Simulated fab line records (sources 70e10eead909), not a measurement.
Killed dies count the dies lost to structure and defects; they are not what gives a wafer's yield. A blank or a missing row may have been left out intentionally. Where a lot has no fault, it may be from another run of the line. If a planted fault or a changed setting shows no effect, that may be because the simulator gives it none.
Matching of chambers | flow nandHarc | NHARC_P_CONTACT_ALD_22 on aldMetal-02: 4 sister chambers
The step deposits TiN, target thk 3 nm, pulse time 1 s, ald cycles 150. 22 wafers are shown with their chamber, then 11 later ones without.

== WAFERS WITH THEIR CHAMBER ==
wafer  | chamber | heaterPowerW (W) | precursorPulseHeightRel
L074.4 | 0       | 1226             | 0.970
L074.5 | 1       | 1214             | 0.987
L074.6 | 0       | 1274             | 1.025
L078.2 | 1       | 1171             | 0.975
L078.3 | 0       | 1258             | 0.987
L078.4 | 2       | 1520             | 1.001
L080.2 | 2       | 1507             | 0.999
L080.5 | 0       | 1262             | 1.003
L080.6 | 2       | 1508             | 1.005
L081.1 | 3       | 841              | 0.995
L081.5 | 3       | 847              | 1.018
L081.6 | 2       | 1557             | 0.986
L085.2 | 1       | 1187             | 1.002
L085.4 | 2       | 1489             | 0.972
L085.5 | 0       | 1254             | 1.015
L086.1 | 2       | 1542             | 1.007
L086.5 | 1       | 1244             | 0.989
L086.6 | 0       | 1242             | 0.961
L087.1 | 3       | 837              | 1.022
L087.3 | 1       | 1201             | 1.029
L087.5 | 1       | 1200             | 1.011
L091.2 | 2       | 1375             | 1.035

SIGNATURES, as means of the wafers listed above
reading                 | chamber 0 | chamber 1 | chamber 2 | chamber 3 | scatter within a chamber
heaterPowerW            | 1252.67   | 1202.83   | 1499.71   | 841.67    | 37.9
precursorPulseHeightRel | 0.99350   | 0.99883   | 1.00071   | 1.01167   | 0.0208
Rule: a wafer's distance from a chamber is the root of the sum, over the readings, of the square of ((its reading less the chamber's mean) divided by the reading's scatter). The wafer belongs to the nearest chamber; if the next one is less than 2 further off, it can't be placed. How the scatter is found: for the shown wafers, subtract from each reading the mean of its chamber, square and add these, divide the total by (wafers less chambers), then take the root.

== WAFERS MISSING THEIR CHAMBER ==
wafer  | heaterPowerW (W) | precursorPulseHeightRel
L091.3 | 1260             | 1.003
L091.4 | 1250             | 1.021
L095.1 | 1243             | 1.009
L095.3 | 851              | 1.041
L095.4 | 1416             | 0.985
L096.1 | 875              | 1.046
L096.3 | 1264             | 1.016
L096.6 | 1452             | 0.994
L097.2 | 830              | 1.009
L097.4 | 1413             | 0.989
L097.5 | 1439             | 0.991

== EACH ONE'S CHAMBER ==
wafer  | from the rows above     | in truth
L091.3 | can't be placed: 0 or 1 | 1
L091.4 | can't be placed: 0 or 1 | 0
L095.1 | can't be placed: 0 or 1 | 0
L095.3 | 3                       | 3
L095.4 | can't be placed: 2 or 0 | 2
L096.1 | 3                       | 3
L096.3 | can't be placed: 0 or 1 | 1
L096.6 | 2                       | 2
L097.2 | 3                       | 3
L097.4 | can't be placed: 2 or 0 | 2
L097.5 | 2                       | 2
Placed correctly: 5 of 11. From these rows, 6 cannot be placed; in 6 the true chamber is one of the candidates. Wrongly placed: 0.
